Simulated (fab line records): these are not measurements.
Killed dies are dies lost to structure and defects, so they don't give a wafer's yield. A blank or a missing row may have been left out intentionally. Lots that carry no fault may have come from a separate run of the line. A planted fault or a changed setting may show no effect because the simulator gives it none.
Split-lot experiment :: flow n5_finfet :: 21 wafers read from 7 lots, route of 1938 steps

## ON THE SPLIT
At N5_MOL_CONTACT_COAG_ETCH_91 (etches SOC in N2/H2, target depth 60 nm, overetch 21 nm, time 101.2 s), the setting time_s was moved away from the recipe's 101.2 s on 8 of the 21 wafers read, by -16.5% to +19.1%. All remaining wafers had this setting at the recipe value.

The reading is taken at the split's own step.

## THE READING
SiARC_of_MOL_CONTACT_COAG_COAT_76.thk_nm (the simulator's own value, which no gauge read), in nm, at N5_MOL_CONTACT_COAG_ETCH_91 (etches SOC in N2/H2, target depth 60 nm, overetch 21 nm, time 101.2 s). No usual value for it is given in the file. Across the 13 wafers here that went through the recipe, the average is 5.8 nm and the standard deviation 0.11 nm.

wafer: L075.1
tool, chamber at the split: rie_diel-02, 2
time_s as run, s: 101.2
against the recipe: recipe
SiARC_of_MOL_CONTACT_COAG_COAT_76.thk_nm, nm: 5.6
against lot-mates on the recipe: -

wafer: L075.2
tool, chamber at the split: rie_diel-02, 0
time_s as run, s: 101.2
against the recipe: recipe
SiARC_of_MOL_CONTACT_COAG_COAT_76.thk_nm, nm: 5.8
against lot-mates on the recipe: -

wafer: L075.3
tool, chamber at the split: rie_diel-02, 3
time_s as run, s: 120.5
against the recipe: +19.1%
SiARC_of_MOL_CONTACT_COAG_COAT_76.thk_nm, nm: 5
against lot-mates on the recipe: -0.7

wafer: L076.2
tool, chamber at the split: rie_diel-02, 2
time_s as run, s: 101.2
against the recipe: recipe
SiARC_of_MOL_CONTACT_COAG_COAT_76.thk_nm, nm: 5.6
against lot-mates on the recipe: -

wafer: L076.3
tool, chamber at the split: rie_diel-02, 0
time_s as run, s: 101.2
against the recipe: recipe
SiARC_of_MOL_CONTACT_COAG_COAT_76.thk_nm, nm: 5.8
against lot-mates on the recipe: -

wafer: L076.6
tool, chamber at the split: rie_diel-02, 2
time_s as run, s: 90.27
against the recipe: -10.8%
SiARC_of_MOL_CONTACT_COAG_COAT_76.thk_nm, nm: 6.2
against lot-mates on the recipe: +0.5

wafer: L077.1
tool, chamber at the split: rie_diel-05, 1
time_s as run, s: 101.2
against the recipe: recipe
SiARC_of_MOL_CONTACT_COAG_COAT_76.thk_nm, nm: 5.8
against lot-mates on the recipe: -

wafer: L077.5
tool, chamber at the split: rie_diel-05, 3
time_s as run, s: 109.6
against the recipe: +8.3%
SiARC_of_MOL_CONTACT_COAG_COAT_76.thk_nm, nm: 5.4
against lot-mates on the recipe: -0.4

wafer: L077.6
tool, chamber at the split: rie_diel-05, 2
time_s as run, s: 109.6
against the recipe: +8.3%
SiARC_of_MOL_CONTACT_COAG_COAT_76.thk_nm, nm: 5.6
against lot-mates on the recipe: -0.2

wafer: L080.1
tool, chamber at the split: rie_diel-02, 0,1,2
time_s as run, s: 101.2
against the recipe: recipe
SiARC_of_MOL_CONTACT_COAG_COAT_76.thk_nm, nm: 5.8
against lot-mates on the recipe: -

wafer: L080.3
tool, chamber at the split: rie_diel-02, 0,1,2
time_s as run, s: 101.2
against the recipe: recipe
SiARC_of_MOL_CONTACT_COAG_COAT_76.thk_nm, nm: 5.8
against lot-mates on the recipe: -

wafer: L080.6
tool, chamber at the split: rie_diel-02, 0,1,2
time_s as run, s: 101.2
against the recipe: recipe
SiARC_of_MOL_CONTACT_COAG_COAT_76.thk_nm, nm: 5.8
against lot-mates on the recipe: -

wafer: L081.4
tool, chamber at the split: rie_diel-02, 0,2
time_s as run, s: 90.14
against the recipe: -10.9%
SiARC_of_MOL_CONTACT_COAG_COAT_76.thk_nm, nm: 6.2
against lot-mates on the recipe: +0.4

wafer: L081.5
tool, chamber at the split: rie_diel-02, 0,2
time_s as run, s: 90.14
against the recipe: -10.9%
SiARC_of_MOL_CONTACT_COAG_COAT_76.thk_nm, nm: 6.2
against lot-mates on the recipe: +0.4

wafer: L081.6
tool, chamber at the split: rie_diel-02, 1
time_s as run, s: 101.2
against the recipe: recipe
SiARC_of_MOL_CONTACT_COAG_COAT_76.thk_nm, nm: 5.8
against lot-mates on the recipe: -

wafer: L084.1
tool, chamber at the split: rie_diel-01, 2
time_s as run, s: 101.2
against the recipe: recipe
SiARC_of_MOL_CONTACT_COAG_COAT_76.thk_nm, nm: 6
against lot-mates on the recipe: -

wafer: L084.5
tool, chamber at the split: rie_diel-01, 1
time_s as run, s: 84.48
against the recipe: -16.5%
SiARC_of_MOL_CONTACT_COAG_COAT_76.thk_nm, nm: 6.4
against lot-mates on the recipe: +0.4

wafer: L084.6
tool, chamber at the split: rie_diel-01, 0
time_s as run, s: 84.48
against the recipe: -16.5%
SiARC_of_MOL_CONTACT_COAG_COAT_76.thk_nm, nm: 6.6
against lot-mates on the recipe: +0.6

wafer: L092.2
tool, chamber at the split: rie_diel-02, 2
time_s as run, s: 101.2
against the recipe: recipe
SiARC_of_MOL_CONTACT_COAG_COAT_76.thk_nm, nm: 5.6
against lot-mates on the recipe: -

wafer: L092.3
tool, chamber at the split: rie_diel-02, 3,0
time_s as run, s: 101.2
against the recipe: recipe
SiARC_of_MOL_CONTACT_COAG_COAT_76.thk_nm, nm: 5.8
against lot-mates on the recipe: -

wafer: L092.4
tool, chamber at the split: rie_diel-02, 3,0
time_s as run, s: 101.2
against the recipe: recipe
SiARC_of_MOL_CONTACT_COAG_COAT_76.thk_nm, nm: 5.8
against lot-mates on the recipe: -
Where a row lists several chambers, the file gives one row for several wafers and doesn't say which wafer went through which chamber.

THE FIT
A straight line over all 21 wafers: SiARC_of_MOL_CONTACT_COAG_COAT_76.thk_nm changes by -0.0407 nm for each +1% of time_s; r = -0.96; the points scatter about the line by 0.1 nm.
The same after taking each lot's own level away (the mean of its wafers on the recipe; 21 wafers): -0.035 nm for each +1%; r = -0.96; scatter 0.084 nm.
According to that fit, moving time_s by its largest amount changes the reading by 0.67 nm.
Across the lots, their own levels run from 5.70 to 6.00 nm, a range of 2.8 times the standard deviation given above.
So the lot-to-lot level changes the slope: the two fits differ.
Check: with one of the wafers moved furthest among these (+19.1%) left out of the fit, the line predicts -0.652 nm for it against its lot-mates. It came out at -0.7 nm against them.

## OTHER SPLITS ON THESE WAFERS
Note: prior to the reading, these wafers also went through further splits. Each is held against what the fit with the lots' levels taken away leaves over:
other split on the same wafers: N5_GATE_CUT_HM_DEP_46 time_s
wafers away from the commonest value: 8
r with SiARC_of_MOL_CONTACT_COAG_COAT_76.thk_nm (lot level and that fit taken away): -0.34

other split on the same wafers: N5_GATE_CUT_COAT_27 spin_rpm
wafers away from the commonest value: 4
r with SiARC_of_MOL_CONTACT_COAG_COAT_76.thk_nm (lot level and that fit taken away): +0.21

other split on the same wafers: N5_GATE_CUT_DESCUM_18 time_s
wafers away from the commonest value: 8
r with SiARC_of_MOL_CONTACT_COAG_COAT_76.thk_nm (lot level and that fit taken away): +0.20

other split on the same wafers: N5_GATE_CUT_CUT_ETCH_54 bias_w
wafers away from the commonest value: 8
r with SiARC_of_MOL_CONTACT_COAG_COAT_76.thk_nm (lot level and that fit taken away): +0.09

## FILE'S OWN FIT
SiARC_of_MOL_CONTACT_COAG_COAT_76.thk_nm changes by -0.036 nm for each +1% of time_s, r = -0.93.
